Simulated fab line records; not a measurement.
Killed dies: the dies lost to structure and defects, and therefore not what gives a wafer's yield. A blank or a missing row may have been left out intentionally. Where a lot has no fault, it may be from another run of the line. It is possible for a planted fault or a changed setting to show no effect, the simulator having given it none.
Struck lot and sound lot, side by side + flow n5_finfet + 14 steps out of a route of 1938
Sound: these wafers, L397.2, L397.4, L397.6. Struck: wafers L413.1, L413.4, L413.6. At the end, the cause is stated.
At each step with rows: each side's tool, then ch and its chambers, then its first start. Under that, the readings that differ: sound wafers + struck wafers + difference of the means + sigmas: that difference in standard deviations of wafers without a fault.
alike: readings with means less than 2 such deviations apart, plus words and numbers identical on both sides. not compared: withheld readings, readings lacking a value on some wafer, bounds such as >300 that could conceal the same value, and numbers that have no deviation in the record and whose values overlap.
A row with sigmas, a row that says differs or no value, or rows on one side alone: a step with any of these is where the two part. Non-overlapping numbers with no deviation appear without sigmas and do not part them. A reading that every wafer of one side lacks parts them only if that side has two wafers or more.

N5_MOL_CONTACT_COAG_PRE_CLEAN_142: time 60 s.
  sound on pvd_sputter-02 at day 5 21:32; struck on pvd_sputter-02 at day 9 02:50
  alike: heater_power_w
N5_MOL_CONTACT_COAG_SPUTTER_130: material Co, target thk 47.5 nm.
  sound on pvd_sputter-02 at day 5 21:36; struck on pvd_sputter-02 at day 9 02:54
  alike: cathode_dc_power_W, throttle_valve_pct
then, 2 steps without rows for these wafers: N5_MOL_CONTACT_COAG_PRECLEAN_125 (cleans in DIW, time 57.5 s); N5_MOL_CONTACT_COAG_SRD_126 (dry time 32 s).
N5_MOL_CONTACT_COAG_CMP_23: polishes, stops on SiO2, t overpolish 1.5 s, target thk 0 nm.
  sound on cmp-04 ch 0,1,2, day 5 21:49; struck on cmp-02 ch 0,1,2, day 9 03:05
| reading                 | sound             | struck            | difference | sigmas |
|-------------------------|-------------------|-------------------|------------|--------|
| edge_zone_pressure_frac | 1.008 1.013 0.998 | 0.994 0.999 0.989 | -0.012     | -2     |
| time_to_endpoint_s (s)  | 14 14 14          | 11 7 6            | -6         | -2     |
  alike: motor_current_A, overpolish_run_s, retaining_ring_pressure_frac, slurry_flow_ml_min
  not compared: pad_life_wafers
then, 2 steps without rows for these wafers: N5_MOL_CONTACT_COAG_WET_ETCH_26 (target Co, target depth 13 nm); N5_MOL_CONTACT_COAG_WET_ETCH_116 (etches the open film in SC1-inhibited, target depth 4.6 nm, rinse time 30 s).
N5_MOL_CONTACT_COAG_ALD_27: deposits SiOC, target thk 17 nm, pulse time 1.5 s, time 2720 s.
  sound on ald_sin-01 ch 0,1,3, day 5 23:03; struck on ald_sin-02 ch 0,2,3, day 9 03:55
  alike: heater_power_w, precursor_pulse_height_rel, susceptor_temp_C
N5_MOL_CONTACT_COAG_CMP_28: polishes, stops on SiNx, t overpolish 0.85 s, target thk 14.522 nm.
  sound on cmp-03 ch 1,2, day 6 00:37; struck on cmp-04 ch 0,3, day 9 05:31
  alike: edge_zone_pressure_frac, motor_current_A, retaining_ring_pressure_frac, slurry_flow_ml_min, time_to_endpoint_s
  not compared: pad_life_wafers
N5_MOL_CONTACT_COAG_THK_MEAS_29:
  sound on film_metro-02 at day 6 00:55; struck on film_metro-02 at day 9 05:46
  alike: MD_CAP_THK
N5_MOL_CONTACT_COAG_ALD_123: deposits SiNx, target thk 5 nm, pulse time 1 s, purge time 2 s.
  sound on ald_sin-01 ch 0,2, day 6 01:02; struck on ald_sin-01 ch 0,2,3, day 9 05:56
| reading              | sound                | struck               | difference | sigmas |
|----------------------|----------------------|----------------------|------------|--------|
| susceptor_temp_C (C) | 400.17 399.86 399.92 | 417.65 417.18 417.63 | +17.50     | +80    |
  alike: heater_power_w, precursor_pulse_height_rel
then, 1 step without rows for these wafers: N5_MOL_CONTACT_COAG_PECVD_31 (deposits SiO2 from TEOS/O2, target thk 46 nm, time 8.9 s).
-- here the record skips 3 days between the struck wafers' starts before and after, leaving off in module MOL_CONTACT_COAG and picking up in module BEOL_M4 (first step shown: number 1111 of the route) --
N5_BEOL_M4_RC_MEAS_101:
  sound on prober-01 ch 0, day 8 17:44; struck on prober-01 ch 0, day 12 08:23
  alike: DIBL_N, DIBL_P, IOFF_N, IOFF_P, ION_N, ION_P, SS_N, SS_P, VT_N, VT_P
-- the record jumps here: 4 days lie between the struck wafers' starts before and after (it left off in module BEOL_M4 and takes up again in module PASSIVATION, whose first step shown is number 1936 of the route) --
N5_PASSIVATION_PROBE_49:
  sound on prober-02 at day 13 01:46; struck on prober-02 at day 16 12:19
| reading              | sound    | struck   | difference | sigmas |
|----------------------|----------|----------|------------|--------|
| killed_at_contacts   | 16 32 23 | 10 6 16  | -13        | -2     |
| sort_bin_8_speed (%) | 0 0 0    | 2.46 0 0 | +0.82      | +4     |
  alike: defect_limited_yield, killed_at_M0_to_M3, killed_at_M4_up, killed_at_front_end, killed_at_other, killed_dies, killed_open, killed_short, sort_bin_5_function, sort_bin_6_memory, sort_n_pass, sort_yield_pct

== WHERE THEY PART ==
Earliest at N5_MOL_CONTACT_COAG_CMP_23; latest, in this record, at N5_PASSIVATION_PROBE_49.

WHY: the cause the simulator had injected
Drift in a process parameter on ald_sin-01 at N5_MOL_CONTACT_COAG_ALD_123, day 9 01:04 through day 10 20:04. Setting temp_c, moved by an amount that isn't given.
